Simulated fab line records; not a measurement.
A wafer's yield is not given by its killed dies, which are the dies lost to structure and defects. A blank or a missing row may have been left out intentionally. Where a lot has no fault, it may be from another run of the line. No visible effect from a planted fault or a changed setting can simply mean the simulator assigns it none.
fab line records	flow nand-harc
[record] lots = 24	wafers = 72	last-day = 33
route steps=1302 shown A_ONON_D2@561 A_CHANNEL_FILL_D2@613 A_STAIRCASE@653
lots with no fault: from the same line, run without faults
start-h: the number of hours between the record's first day and the start of the first shown wafer of the lot	wait-h: hours elapsed since this lot's preceding step	" same as the row above	L1.1+2: one row covering several wafers at once	- no value, or no start was given	* or withheld: withheld	< > ~ a bound
route shown NAME@n: NAME is a module with steps in the file, n the number in the route of the first one	usual: average and standard deviation across the fault-free wafers	same: alike in all rows	chamber/n: place in a boat	sites: readings site by site	_std_site: standard deviation of those values	_edge_site: inner sites' mean taken away from outer sites' mean	radius-mm: for every site, how far away it sits from the centre of the wafer	mask NAME#n: copy n	behind: the tool/chamber that last shaped the wafer	hold: the reason the lot was held/the length of the hold in hours/how it ended	device: names the non-switching transistor (n, p or np)	end of line: the tests these same wafers got at the end of their route	for a step that has no rows: nothing shown but its recipe	killed: dies that structure and defects cost at the first sort, which is not the same as the wafer's yield	map: the dies of a wafer, with x for killed, . for not killed, _ for no die there
set.NAME: setting as actually run; set.NAME@STEP: the setting as run at that earlier step	model.NAME: the simulator's own value behind a step, which no gauge read
one table for each step of the route and one row for each wafer, over a sample of lots
services: when a tool's chamber went out of use (start-h, in hours from the record's first day, below 0 if earlier), for how many hours, and the reason
[[steps]]
[step NHARC_A_ONON_D2_THK_MEAS_24]
[recipe] thk-meas-gauge = ellipsometry
[usual] thk-nm = 1000/11
lot.wafer	tool	chamber	start-h	wait-h	thk-nm
L074.1	film-metro-01	-	285.58	-	1008
L074.5	"	-	"	"	1006
L074.6	"	-	"	"	1007
L076.1	film-metro-02	-	295.43	-	988
L076.2	"	-	"	"	988
L076.4	"	-	"	"	988
L075.2	film-metro-01	-	295.45	-	1017
L075.4	"	-	"	"	1017
L075.5	"	-	"	"	1016
L077.3	film-metro-02	-	318.97	-	992
L077.4	"	-	"	"	994
L077.5	"	-	"	"	993
L078.1	film-metro-02	-	324.40	-	985
L078.3	"	-	"	"	984
L078.4	"	-	"	"	985
L080.2	film-metro-01	-	342.76	-	996
L080.3	"	-	"	"	994
L080.5	"	-	"	"	994
L079.1	film-metro-02	-	342.76	-	1017
L079.2	"	-	"	"	1017
L079.3	"	-	"	"	1017
L081.3	film-metro-01	-	362.40	-	995
L081.5	"	-	"	"	995
L081.6	"	-	"	"	993
L083.2	film-metro-01	-	375.74	-	996
L083.3	"	-	"	"	997
L083.6	"	-	"	"	996
L082.2	film-metro-01	-	375.77	-	997
L082.4	"	-	"	"	999
L082.5	"	-	"	"	998
L084.3	film-metro-02	-	393.69	-	1010
L084.5	"	-	"	"	1010
L084.6	"	-	"	"	1009
L086.2	film-metro-01	-	403.70	-	977
L086.5	"	-	"	"	977
L086.6	"	-	"	"	977
L085.3	film-metro-02	-	403.71	-	1015
L085.4	"	-	"	"	1015
L085.5	"	-	"	"	1015
L087.3	film-metro-02	-	411.23	-	1003
L087.5	"	-	"	"	1004
L087.6	"	-	"	"	1004
L089.1	film-metro-01	-	435.12	-	991
L089.4	"	-	"	"	993
L089.5	"	-	"	"	992
L088.1	film-metro-02	-	435.13	-	1002
L088.3	"	-	"	"	1001
L088.6	"	-	"	"	1001
L090.2	film-metro-01	-	445.27	-	984
L090.3	"	-	"	"	985
L090.6	"	-	"	"	984
L093.1	film-metro-02	-	458.64	-	994
L093.5	"	-	"	"	994
L093.6	"	-	"	"	993
L091.3	film-metro-02	-	458.77	-	998
L091.4	"	-	"	"	999
L091.5	"	-	"	"	999
L092.1	film-metro-01	-	459.00	-	1009
L092.2	"	-	"	"	1007
L092.5	"	-	"	"	1010
L094.1	film-metro-02	-	479.11	-	1011
L094.2	"	-	"	"	1011
L094.5	"	-	"	"	1013
L095.2	film-metro-01	-	500.02	-	1002
L095.4	"	-	"	"	1002
L095.5	"	-	"	"	1002
L096.2	film-metro-02	-	500.02	-	1002
L096.3	"	-	"	"	1001
L096.4	"	-	"	"	1000
L097.2	film-metro-02	-	513.92	-	1007
L097.3	"	-	"	"	1009
L097.6	"	-	"	"	1008
[step NHARC_A_ONON_D2_THK_MEAS_34]
[recipe] thk-meas-gauge = ellipsometry
[usual] thk-nm = 200.7/2.6
lot.wafer	tool	chamber	start-h	wait-h	thk-nm
L074.1	film-metro-01	-	287.21	-	197.2
L074.5	"	-	"	"	201.0
L074.6	"	-	"	"	198.5
L075.2	film-metro-01	-	297.05	-	197.0
L075.4	"	-	"	"	199.8
L075.5	"	-	"	"	202.1
L076.1	film-metro-02	-	297.06	-	198.9
L076.2	"	-	"	"	195.6
L076.4	"	-	"	"	198.9
L077.3	film-metro-01	-	320.58	-	197.9
L077.4	"	-	"	"	203.3
L077.5	"	-	"	"	199.2
L078.1	film-metro-02	-	326.13	0.4	199.5
L078.3	"	-	"	"	203.9
L078.4	"	-	"	"	205.7
L080.2	film-metro-01	-	344.36	-	200.7
L080.3	"	-	"	"	201.1
L080.5	"	-	"	"	202.2
L079.1	film-metro-02	-	344.37	-	201.9
L079.2	"	-	"	"	199.2
L079.3	"	-	"	"	200.8
L081.3	film-metro-01	-	364.00	-	197.0
L081.5	"	-	"	"	199.4
L081.6	"	-	"	"	197.5
L083.2	film-metro-01	-	377.33	-	199.8
L083.3	"	-	"	"	200.0
L083.6	"	-	"	"	201.6
L082.2	film-metro-01	-	377.61	-	197.0
L082.4	"	-	"	"	199.6
L082.5	"	-	"	"	202.5
L084.3	film-metro-02	-	395.29	-	197.0
L084.5	"	-	"	"	198.8
L084.6	"	-	"	"	203.8
L086.2	film-metro-01	-	405.32	-	200.6
L086.5	"	-	"	"	202.9
L086.6	"	-	"	"	201.2
L085.3	film-metro-02	-	405.32	-	196.7
L085.4	"	-	"	"	203.3
L085.5	"	-	"	"	202.8
L087.3	film-metro-01	-	412.84	-	199.1
L087.5	"	-	"	"	201.0
L087.6	"	-	"	"	201.8
L089.1	film-metro-02	-	436.71	-	195.7
L089.4	"	-	"	"	203.4
L089.5	"	-	"	"	199.0
L088.1	film-metro-02	-	436.75	-	202.5
L088.3	"	-	"	"	200.8
L088.6	"	-	"	"	204.9
L090.2	film-metro-01	-	446.88	-	196.6
L090.3	"	-	"	"	199.7
L090.6	"	-	"	"	202.0
L093.1	film-metro-02	-	460.25	-	199.9
L093.5	"	-	"	"	205.1
L093.6	"	-	"	"	207.1
L091.3	film-metro-02	-	460.52	-	201.2
L091.4	"	-	"	"	204.9
L091.5	"	-	"	"	199.0
L092.1	film-metro-01	-	460.79	-	201.6
L092.2	"	-	"	"	199.5
L092.5	"	-	"	"	201.2
L094.1	film-metro-02	-	480.77	-	199.2
L094.2	"	-	"	"	203.9
L094.5	"	-	"	"	204.9
L096.2	film-metro-01	-	501.63	-	199.1
L096.3	"	-	"	"	201.6
L096.4	"	-	"	"	197.9
L095.2	film-metro-02	-	501.63	-	200.2
L095.4	"	-	"	"	202.6
L095.5	"	-	"	"	202.9
L097.2	film-metro-01	-	515.51	-	199.6
L097.3	"	-	"	"	202.8
L097.6	"	-	"	"	204.0
[step NHARC_A_CHANNEL_FILL_D2_ALD_03]
[recipe] target-thk-a = 60	pulse-time-s = 60	ald-cycles = 58	temp-c = 630	pressure-torr = 2	material = SiNx
[usual] precursor-pulse-height-rel = 1.001/0.021
[same] pulse-time-s = 60
lot.wafer	tool	chamber	start-h	wait-h	precursor-pulse-height-rel
L074.1	ald-sin-batch-03	0	-	-	1.041
L074.5	"	0	"	"	1.019
L074.6	"	0	"	"	0.971
L075.2	ald-sin-batch-03	0	-	-	0.994
L075.4	"	0	"	"	0.976
L075.5	"	0	"	"	1.033
L076.1	ald-sin-batch-03	0	-	-	1.019
L076.2	"	0	"	"	0.946
L076.4	"	0	"	"	1.019
L077.3	ald-sin-batch-01	0	-	-	1.019
L077.4	"	0	"	"	1.000
L077.5	"	0	"	"	1.036
L078.1	ald-sin-batch-02	0	-	-	0.974
L078.3	"	0	"	"	0.986
L078.4	"	0	"	"	1.026
L079.1	ald-sin-batch-01	0	-	-	0.998
L079.2	"	0	"	"	0.990
L079.3	"	0	"	"	0.974
L080.2	ald-sin-batch-01	0	-	-	1.018
L080.3	"	0	"	"	1.022
L080.5	"	0	"	"	1.006
L081.3	ald-sin-batch-03	0	-	-	0.970
L081.5	"	0	"	"	0.979
L081.6	"	0	"	"	1.008
L083.2	ald-sin-batch-02	0	-	-	1.031
L083.3	"	0	"	"	1.019
L083.6	"	0	"	"	0.996
L082.2	ald-sin-batch-01	0	-	-	1.020
L082.4	"	0	"	"	0.975
L082.5	"	0	"	"	1.004
L084.3	ald-sin-batch-01	0	-	-	1.001
L084.5	"	0	"	"	0.990
L084.6	"	0	"	"	0.968
L085.3	ald-sin-batch-02	0	-	-	0.994
L085.4	"	0	"	"	0.992
L085.5	"	0	"	"	1.003
L086.2	ald-sin-batch-02	0	-	-	1.013
L086.5	"	0	"	"	0.986
L086.6	"	0	"	"	1.007
L087.3	ald-sin-batch-03	0	-	-	1.018
L087.5	"	0	"	"	1.007
L087.6	"	0	"	"	1.047
L088.1	ald-sin-batch-03	0	-	-	0.978
L088.3	"	0	"	"	1.019
L088.6	"	0	"	"	0.992
L089.1	ald-sin-batch-03	0	-	-	1.001
L089.4	"	0	"	"	0.980
L089.5	"	0	"	"	1.003
L090.2	ald-sin-batch-03	0	-	-	0.982
L090.3	"	0	"	"	0.981
L090.6	"	0	"	"	1.002
L093.1	ald-sin-batch-02	0	-	-	1.000
L093.5	"	0	"	"	1.066
L093.6	"	0	"	"	1.025
L091.3	ald-sin-batch-01	0	-	-	0.952
L091.4	"	0	"	"	1.017
L091.5	"	0	"	"	1.017
L092.1	ald-sin-batch-01	0	-	-	1.009
L092.2	"	0	"	"	1.021
L092.5	"	0	"	"	0.989
L094.1	ald-sin-batch-02	0	-	-	0.982
L094.2	"	0	"	"	0.994
L094.5	"	0	"	"	1.032
L095.2	ald-sin-batch-02	0	-	-	0.990
L095.4	"	0	"	"	1.018
L095.5	"	0	"	"	0.980
L096.2	ald-sin-batch-02	0	-	-	1.000
L096.3	"	0	"	"	0.992
L096.4	"	0	"	"	0.990
L097.2	ald-sin-batch-02	0	-	-	1.026
L097.3	"	0	"	"	0.983
L097.6	"	0	"	"	0.991
[step NHARC_A_CHANNEL_FILL_D2_ETCHBACK_19]
[recipe] target-depth-a = 50	time-s = 1.7	hbr-flow-sccm = 150	cl2-flow-sccm = 50	rf-w = 400	icp-w = 400	bias-w = 100	chemistry = HBr/Cl2
[usual] bias-w = 100.0/0.33	drypump-motor-current-A = 5.7/0.38	he-backside-leak-sccm = 2.8/0.31	oes-product-au = 0.999/0.011	throttle-valve-pct = 26.405/0.0084
lot.wafer	tool	chamber	start-h	wait-h	bias-w	drypump-motor-current-A	he-backside-leak-sccm	oes-product-au	rf-hours-counter-h	throttle-valve-pct
L074.1	rie-si-02	0	322.15	0.4	100.6	5.5	2.8	0.976	0.2	26.394
L074.6	"	1	"	"	100.6	5.1	2.6	1.012	-	26.402
L074.5	"	2	"	"	99.6	5.8	2.9	0.995	-	26.425
L076.1	rie-si-03	0	335.19	0.4	99.7	5.7	2.8	1.000	0.5	26.407
L076.4	"	1	"	"	99.9	5.8	3.0	0.987	0.7	26.401
L076.2	"	2	"	"	100.1	5.3	2.4	0.996	0.8	26.400
L075.4	rie-si-06	2	335.19	0.4	100.5	6.3	2.8	1.001	0.6	26.410
L075.2	"	0	"	"	100.3	5.4	3.0	0.997	0.6	26.413
L075.5	"	2	"	"	100.1	6.3	2.7	0.993	-	26.406
L077.3	rie-si-03	0	354.38	0.4	99.6	5.7	2.8	0.997	0.7	26.402
L077.4	"	0	"	"	99.9	5.7	2.9	1.000	-	26.408
L077.5	"	1	"	"	99.6	5.7	2.7	1.002	-	26.397
L078.1	rie-si-02	1	362.66	0.4	100.6	5.1	2.6	0.997	0.6	26.397
L078.4	"	2	"	"	99.6	5.7	2.9	0.982	0.5	26.405
L078.3	"	3	"	"	100.3	5.6	2.8	1.001	0.4	26.411
L080.3	rie-si-03	0	381.37	0.4	100.3	5.7	2.8	1.019	0.8	26.400
L080.2	"	1	"	"	100.3	5.8	3.5	1.016	1.0	26.412
L080.5	"	0	"	"	100.3	5.7	2.9	1.008	-	26.396
L079.2	rie-si-06	1	381.39	0.4	99.5	6.2	2.8	1.014	0.8	26.412
L079.3	"	2	"	"	99.9	6.3	3.0	0.997	0.8	26.412
L079.1	"	3	"	"	99.9	5.8	2.5	0.982	0.8	26.405
L081.3	rie-si-02	1	402.28	0.4	100.3	5.1	2.6	1.001	0.9	26.402
L081.5	"	3	"	"	100.0	5.6	3.0	1.011	-	26.414
L081.6	"	0	"	"	99.5	5.5	2.9	0.985	-	26.408
L083.3	rie-si-02	1	419.03	0.4	100.0	5.1	2.7	0.993	1.0	26.402
L083.2	"	3	"	"	100.0	5.6	2.9	1.018	0.7	26.407
L083.6	"	1	"	"	99.6	5.1	2.6	0.995	-	26.410
L082.2	rie-si-06	1	419.04	0.4	99.8	6.2	2.7	1.006	1.1	26.409
L082.4	"	2	"	"	100.2	6.3	2.8	0.994	1.1	26.403
L082.5	"	0	"	"	100.5	5.4	3.1	1.004	-	26.396
L084.3	rie-si-02	1	432.33	0.4	99.8	5.1	2.5	1.012	1.1	26.394
L084.5	"	1	"	"	99.7	5.1	2.6	1.006	-	26.389
L084.6	"	2	"	"	100.9	5.7	2.8	1.007	-	26.400
L085.3	rie-si-06	2	439.71	0.4	100.6	6.3	2.6	0.981	0.1	26.410
L085.4	"	3	"	"	99.8	5.8	2.5	0.980	0.0	26.412
L085.5	"	2	"	"	100.1	6.3	2.9	1.000	-	26.401
L086.2	rie-si-03	0	439.71	0.4	100.6	5.7	2.9	1.007	0.2	26.387
L086.6	"	3	"	"	100.4	5.1	2.7	0.999	-	26.393
L086.5	"	0	"	"	100.2	5.7	2.9	1.012	-	26.405
L087.3	rie-si-06	3	447.94	0.4	100.1	5.8	2.4	0.974	0.1	26.409
L087.6	"	0	"	"	100.0	5.4	3.1	0.999	-	26.420
L087.5	"	1	"	"	100.0	6.2	2.9	1.005	-	26.408
L088.1	rie-si-03	1	474.33	0.4	99.8	5.7	3.2	1.012	0.3	26.409
L088.3	"	2	"	"	100.0	5.3	2.4	0.995	0.4	26.399
L088.6	"	1	"	"	99.8	5.7	3.3	1.018	-	26.395
L089.4	rie-si-02	0	474.34	0.4	99.9	5.5	2.8	0.999	0.0	26.398
L089.1	"	2	"	"	100.0	5.8	3.0	1.000	0.1	26.402
L089.5	"	0	"	"	100.3	5.5	2.9	0.997	-	26.412
L090.2	rie-si-06	3	483.81	0.4	100.4	5.8	2.5	0.976	0.3	26.406
L090.3	"	0	"	"	100.0	5.4	3.0	0.978	0.3	26.418
L090.6	"	2	"	"	99.6	6.3	3.0	0.992	-	26.403
L093.1	rie-si-03	0	500.14	0.4	100.6	5.7	2.9	1.001	0.5	26.412
L093.5	"	3	"	"	100.0	5.1	2.7	1.012	-	26.396
L093.6	"	0	"	"	100.3	5.7	2.9	1.002	-	26.399
L092.1	rie-si-03	3	504.92	0.4	99.8	5.1	2.6	1.010	0.6	26.411
L092.2	"	2	"	"	99.9	5.3	2.5	0.991	0.6	26.412
L092.5	"	0	"	"	99.9	5.7	2.8	1.012	-	26.390
L091.3	rie-si-06	0	504.95	0.4	99.8	5.4	2.9	0.989	0.5	26.399
L091.5	"	2	"	"	99.5	6.3	2.8	0.983	-	26.410
L091.4	"	3	"	"	99.3	5.8	2.5	0.985	-	26.397
L094.1	rie-si-02	3	516.06	0.4	99.6	5.6	2.8	1.004	0.3	26.381
L094.2	"	0	"	"	100.5	5.5	2.7	1.002	0.3	26.418
L094.5	"	2	"	"	99.9	5.7	2.9	1.003	-	26.399
L096.2	rie-si-06	1	538.85	0.4	100.0	6.2	3.1	1.003	0.6	26.406
L096.3	"	2	"	"	100.0	6.3	2.8	0.986	0.8	26.404
L096.4	"	3	"	"	100.1	5.8	2.5	0.983	0.7	26.422
L095.4	rie-si-03	3	538.86	0.4	100.6	5.1	2.7	1.007	0.8	26.395
L095.2	"	0	"	"	99.9	5.7	2.9	0.993	0.7	26.413
L095.5	"	3	"	"	100.8	5.1	2.6	1.002	-	26.399
L097.2	rie-si-06	0	549.70	0.4	99.8	5.4	3.0	0.983	0.7	26.398
L097.3	"	1	"	"	100.2	6.2	2.8	1.000	0.7	26.406
L097.6	"	3	"	"	99.9	5.8	2.5	0.982	-	26.400
[step NHARC_A_CHANNEL_FILL_D2_ALD_25]
[recipe] target-thk-a = 600	pulse-time-s = 10	ald-cycles = 600	temp-c = 300	material = SiOx
[usual] heater-power-outer-w = 271/25	heater-power-w = 484/43	precursor-pulse-height-rel = 1.000/0.021
[same] pulse-time-s = 10
lot.wafer	tool	chamber	start-h	wait-h	heater-power-outer-w	heater-power-w	precursor-pulse-height-rel	since-wet-clean-h
L074.1	ald-hk-04	2	335.12	0.7	279	480	1.028	72
L074.5	"	1	336.98	2.5	264	473	1.008	-
L074.6	"	2	"	"	277	498	1.001	-
L075.2	ald-hk-03	1	347.18	0.1	258	456	1.002	126
L075.4	"	3	348.41	1.3	328	548	1.002	127
L075.5	"	2	350.25	3.1	276	437	0.967	-
L076.2	ald-hk-04	3	347.18	0.1	286	526	1.018	84
L076.1	"	1	348.39	1.3	258	458	1.006	86
L076.4	"	2	"	"	271	482	1.004	86
L077.3	ald-hk-02	0	367.09	0.0	283	503	0.981	10
L077.4	"	2	368.32	1.3	247	468	1.021	12
L077.5	"	0	369.56	2.5	288	513	0.976	-
L078.4	ald-hk-04	2	374.61	0.1	273	481	1.021	112
L078.1	"	0	375.83	1.3	272	530	0.998	113
L078.3	"	1	"	"	264	483	1.000	114
L079.3	ald-hk-04	0	394.08	0.7	277	538	1.019	131
L079.2	"	1	"	"	263	463	1.012	132
L079.1	"	2	"	"	270	478	1.000	133
L080.2	ald-hk-02	2	395.96	2.6	244	456	1.017	39
L080.3	"	1	397.81	4.4	286	497	1.003	41
L080.5	"	2	"	"	243	458	0.982	-
L081.3	ald-hk-04	1	416.52	1.3	267	471	1.037	154
L081.6	"	3	417.75	2.5	282	502	0.973	-
L081.5	"	0	"	"	269	542	1.012	-
L083.3	ald-hk-04	2	431.22	0.7	277	484	1.008	168
L083.2	"	3	"	"	281	524	0.992	169
L083.6	"	2	433.70	3.2	280	495	0.997	-
L082.4	ald-hk-02	2	431.22	0.7	245	459	1.021	74
L082.2	"	0	432.48	1.9	291	492	0.990	76
L082.5	"	1	"	"	282	498	0.995	-
L084.3	ald-hk-04	3	445.76	1.3	277	494	1.002	3
L084.5	"	1	447.00	2.5	266	446	0.997	-
L084.6	"	2	"	"	291	529	1.011	-
L085.4	ald-hk-03	1	451.25	0.0	246	442	1.016	52
L085.3	"	2	452.48	1.3	281	437	0.961	53
L085.5	"	1	456.16	5.0	245	453	1.041	-
L086.2	ald-hk-04	0	453.14	1.9	271	524	1.000	10
L086.6	"	1	"	"	265	462	1.000	-
L086.5	"	2	"	"	301	513	1.032	-
L087.3	ald-hk-03	2	462.25	1.3	281	458	1.041	63
L087.6	"	0	463.51	2.6	214	402	1.011	-
L087.5	"	1	"	"	251	445	1.029	-
L089.4	ald-hk-02	1	486.90	0.0	281	517	0.981	130
L089.1	"	0	488.77	1.9	291	496	0.995	132
L089.5	"	2	490.02	3.2	251	470	0.996	-
L088.3	ald-hk-03	0	487.52	0.7	215	407	0.978	88
L088.1	"	1	"	"	250	436	1.001	89
L088.6	"	0	489.99	3.1	217	399	0.972	-
L090.2	ald-hk-02	2	499.56	0.7	245	468	0.977	143
L090.3	"	0	500.81	1.9	279	513	0.994	144
L090.6	"	2	502.06	3.2	247	465	1.018	-
L093.1	ald-hk-04	1	513.75	0.1	266	435	1.018	71
L093.5	"	1	516.22	2.5	270	444	1.028	-
L093.6	"	2	"	"	296	525	0.995	-
L092.2	ald-hk-02	3	516.64	0.1	238	425	0.982	160
L092.1	"	0	"	"	292	509	1.007	160
L092.5	"	0	519.71	3.1	277	517	1.010	-
L091.3	ald-hk-03	2	516.64	0.1	281	450	0.983	117
L091.4	"	1	518.52	1.9	253	447	0.989	119
L091.5	"	2	"	"	280	443	0.958	-
L094.2	ald-hk-04	0	528.55	0.7	279	528	1.036	85
L094.1	"	2	529.79	1.9	298	523	1.026	87
L094.5	"	3	"	"	278	494	1.029	-
L096.3	ald-hk-03	1	550.34	0.1	251	454	1.008	151
L096.2	"	2	"	"	278	450	0.981	152
L096.4	"	0	552.17	1.9	211	405	0.986	153
L095.2	ald-hk-04	3	550.97	0.7	284	506	0.981	108
L095.4	"	0	"	"	279	538	0.972	108
L095.5	"	2	552.82	2.5	295	512	1.012	-
L097.2	ald-hk-02	0	562.37	0.7	276	514	1.038	27
L097.3	"	1	"	"	282	507	0.961	27
L097.6	"	3	564.17	2.4	237	417	1.010	-
[step NHARC_A_STAIRCASE_STRIP_171]
[recipe] power-w = 1500	temp-c = 250	chemistry = O2
[usual] drypump-motor-current-A = 5.4/0.33	heater-power-w = 344/31	temp-c = 250.00/0.17
lot.wafer	tool	chamber	start-h	wait-h	drypump-motor-current-A	heater-power-w	rf-hours-counter-h	temp-c
L074.1	plasma-asher-02	1	347.95	-	5.4	296	18	249.96
L074.6	"	1	"	"	5.4	303	-	250.00
L074.5	"	0	"	"	5.5	323	-	250.14
L075.2	plasma-asher-01	1	360.49	-	4.9	338	32	250.16
L075.4	"	0	"	"	5.8	385	-	250.11
L075.5	"	0	"	"	5.8	392	-	250.08
L076.1	plasma-asher-02	0	360.65	-	5.6	322	21	249.89
L076.2	"	1	"	"	5.4	304	21	249.83
L076.4	"	0	"	"	5.6	322	-	250.13
L077.3	plasma-asher-01	0	380.43	-	5.8	388	-	250.06
L077.4	"	1	"	"	5.0	337	-	249.61
L077.5	"	0	"	"	5.8	391	-	249.89
L078.1	plasma-asher-01	0	387.86	-	5.8	394	38	249.79
L078.4	"	0	"	"	5.8	379	-	249.78
L078.3	"	1	"	"	4.9	353	-	250.15
L079.2	plasma-asher-01	1	407.40	-	4.9	334	2	250.09
L079.1	"	0	"	"	5.8	386	2	250.06
L079.3	"	1	"	"	4.9	350	-	250.02
L080.2	plasma-asher-01	0	407.73	-	5.8	386	3	249.97
L080.3	"	0	"	"	5.8	387	-	250.16
L080.5	"	0	"	"	5.8	380	-	250.25
L081.3	plasma-asher-01	1	428.80	-	4.9	344	-	249.95
L081.6	"	1	"	"	4.9	343	-	250.27
L081.5	"	0	"	"	5.8	392	-	249.98
L083.2	plasma-asher-01	0	444.86	-	5.8	399	10	249.61
L083.3	"	1	"	"	4.9	352	-	250.18
L083.6	"	1	"	"	4.9	356	-	249.94
L082.2	plasma-asher-02	1	444.91	-	5.4	313	3	249.75
L082.4	"	1	"	"	5.4	309	-	249.89
L082.5	"	1	"	"	5.4	306	-	249.72
L084.3	plasma-asher-01	0	458.16	-	5.8	391	-	250.02
L084.5	"	1	"	"	4.9	338	-	250.40
L084.6	"	0	"	"	5.8	376	-	249.81
L086.2	plasma-asher-02	0	464.72	-	5.6	319	7	249.90
L086.6	"	0	"	"	5.6	322	-	250.15
L086.5	"	1	"	"	5.4	306	-	250.12
L085.3	plasma-asher-02	0	468.21	-	5.6	322	-	249.90
L085.4	"	1	"	"	5.4	302	-	250.00
L085.5	"	1	"	"	5.4	302	-	249.80
L087.3	plasma-asher-02	1	474.37	-	5.4	311	-	250.02
L087.6	"	0	"	"	5.5	325	-	249.92
L087.5	"	1	"	"	5.4	312	-	250.10
L088.1	plasma-asher-02	0	500.18	-	5.6	321	14	249.89
L088.3	"	1	"	"	5.4	298	-	250.06
L088.6	"	1	"	"	5.4	309	-	249.83
L089.1	plasma-asher-01	1	500.40	-	4.9	343	22	249.73
L089.4	"	0	"	"	5.7	385	-	249.95
L089.5	"	0	"	"	5.8	390	-	250.14
L090.2	plasma-asher-01	1	512.09	-	4.9	341	24	250.12
L090.3	"	1	"	"	4.9	345	-	250.18
L090.6	"	0	"	"	5.8	380	-	249.77
L093.1	plasma-asher-01	0	528.39	-	5.8	383	26	250.03
L093.6	"	0	"	"	5.8	384	-	250.05
L093.5	"	1	"	"	4.9	341	-	250.07
L091.3	plasma-asher-01	1	529.98	-	4.9	347	-	250.12
L091.4	"	0	"	"	5.8	386	-	250.30
L091.5	"	0	"	"	5.8	395	-	250.14
L092.1	plasma-asher-01	0	530.17	-	5.8	382	27	250.21
L092.2	"	1	"	"	5.0	352	27	250.13
L092.5	"	1	"	"	4.9	345	-	249.87
L094.2	plasma-asher-02	1	541.57	-	5.4	306	22	250.09
L094.1	"	0	"	"	5.6	334	22	250.11
L094.5	"	0	"	"	5.6	326	-	250.05
L095.2	plasma-asher-02	0	563.48	-	5.6	320	27	249.74
L095.4	"	0	"	"	5.6	313	-	249.76
L095.5	"	0	"	"	5.6	324	-	249.91
L096.2	plasma-asher-01	1	563.64	-	5.0	349	34	249.85
L096.3	"	1	"	"	5.0	351	-	250.17
L096.4	"	0	"	"	5.8	393	-	250.13
L097.2	plasma-asher-02	0	575.20	-	5.6	328	31	249.77
L097.3	"	0	"	"	5.5	322	-	250.06
L097.6	"	0	"	"	5.6	326	-	249.96
[[services]]
tool	chamber	start-h	hours	kind
rie-si-02	-	282.75	0.3	repair
plasma-asher-02	-	291.33	0.5	repair
plasma-asher-01	-	302.74	2.2	repair
plasma-asher-02	-	305.91	1.9	repair
ald-hk-02	-	348.00	10.0	pm
rie-si-03	3	352.19	7.6	repair
rie-si-06	1	385.09	4.7	repair
rie-si-02	2	388.12	2.9	repair
plasma-asher-01	-	389.34	9.0	pm
rie-si-06	2	391.51	9.5	repair
rie-si-03	-	398.00	9.0	pm
ald-sin-batch-02	-	407.55	7.9	repair
rie-si-02	2	414.40	13.9	repair
rie-si-06	3	415.01	3.9	repair
rie-si-03	2	422.70	2.4	repair
plasma-asher-02	-	426.00	9.0	pm
rie-si-06	-	426.00	9.0	pm
rie-si-02	-	454.00	9.0	pm
rie-si-06	3	461.62	1.3	repair
rie-si-06	1	499.28	21.1	repair
rie-si-03	2	532.20	1.4	repair
rie-si-03	3	564.69	6.3	repair
plasma-asher-01	-	566.83	9.0	pm
rie-si-03	-	575.00	9.0	pm
[[key]]
fault none
